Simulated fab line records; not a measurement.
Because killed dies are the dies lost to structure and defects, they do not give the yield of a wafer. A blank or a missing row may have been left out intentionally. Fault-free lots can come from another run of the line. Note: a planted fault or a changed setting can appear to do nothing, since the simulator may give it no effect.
The tool behind it: which one?	flow n5-finfet	12 lots with 36 wafers sampled at 4 steps, on a route of 1938 steps

WHAT THE GAUGES SHOWED, per wafer
N5_BEOL_M6_INSPECT_13: inspects for defects (brightfield).
lot	measured	on	raw-defect-count
L076	day 8 19:32	defect-inspect-02	317 484 383
L077	day 9 02:14	defect-inspect-02	276 409 288
L079	day 9 19:23	defect-inspect-01	387 356 509
L080	day 10 03:25	defect-inspect-01	406 478 502
L083	day 10 19:44	defect-inspect-01	241 285 217
L085	day 11 16:52	defect-inspect-02	310 312 307
L088	day 11 19:26	defect-inspect-01	306 413 274
L089	day 12 05:47	defect-inspect-01	512 514 364
L093	day 13 06:28	defect-inspect-02	600 589 473
L092	day 13 17:00	defect-inspect-02	373 316 469
L095	day 14 02:43	defect-inspect-02	377 454 373
L097	day 14 14:25	defect-inspect-01	425 438 391

EACH LOT AND THE TOOL THAT RAN IT (in order: tool; ch and the chambers of the sampled wafers; start)
lot	N5_BEOL_M5_STRIP_36	N5_BEOL_M5_STRIP_91	N5_BEOL_M5_SPUTTER_88
L076	rie-diel-01 ch 2,3, day 8 10:34	rie-diel-01 ch 2,3, day 8 15:26 or earlier	pvd-sputter-01, day 8 15:26
L077	rie-diel-01 ch 0,2, day 8 17:15	rie-diel-01 ch 0,2, day 8 22:23 or earlier	pvd-sputter-03, day 8 22:23
L079	rie-diel-01 ch 0,2, day 9 08:47	rie-diel-01 ch 0,2, day 9 13:37 or earlier	pvd-sputter-03, day 9 13:37
L080	rie-diel-03 ch 0,2,3, day 9 18:21	rie-diel-03 ch 0,2,3, day 9 23:31 or earlier	pvd-sputter-01, day 9 23:31
L083	rie-diel-03 ch 0,2,3, day 10 09:35	rie-diel-03 ch 0,2,3, day 10 14:44 or earlier	pvd-sputter-02, day 10 14:44
L085	rie-diel-03 ch 0,1,3, day 10 19:03	rie-diel-03 ch 0,1,3, day 11 01:13 or earlier	pvd-sputter-01, day 11 01:13
L088	rie-diel-06 ch 0,1,2, day 11 09:34	rie-diel-06 ch 0,1,2, day 11 14:52 or earlier	pvd-sputter-03, day 11 14:52
L089	rie-diel-06 ch 0,1,3, day 11 18:07	rie-diel-06 ch 0,1,3, day 11 23:41 or earlier	pvd-sputter-03, day 11 23:41
L093	rie-diel-03 ch 0,2,3, day 12 21:28	rie-diel-03 ch 0,2,3, day 13 02:23 or earlier	pvd-sputter-01, day 13 02:23
L092	rie-diel-01 ch 2,3, day 13 08:22	rie-diel-01 ch 2,3, day 13 13:04 or earlier	pvd-sputter-03, day 13 13:04
L095	rie-diel-06 ch 0,2,3, day 13 17:28	rie-diel-06 ch 0,2,3, day 13 23:04 or earlier	pvd-sputter-03, day 13 23:04
L097	rie-diel-01 ch 0,2,3, day 14 04:54	rie-diel-01 ch 0,2,3, day 14 09:41 or earlier	pvd-sputter-02, day 14 09:41
- N5_BEOL_M5_STRIP_36: strips in N2/H2.
- N5_BEOL_M5_STRIP_91: strips in N2/H2, time 10 s.
- N5_BEOL_M5_SPUTTER_88: material Cu, target thk 15 nm, time 27.62 s.

THE ANSWER, worked out from the rows above alone
Rule: usual is defined by the lots themselves. Put in order of their means at a reading, lots are off if they are a third of the lots or fewer, leave a main group of 4 or more, and stand apart from it by a gap of 3 or more times the standard deviation of the main group's means; of several such gaps the widest counts. A main group whose means are all the same, to the digits that the tables above print for the reading, isn't used. A lot without any number at a reading at which 4 lots or more have one is off too. Where the step has rows for the other lots, those lots are counted as sound.
Across all readings shown, no lot is off: no conclusion can be drawn from this.

WHAT THE SIMULATOR HAD PUT IN
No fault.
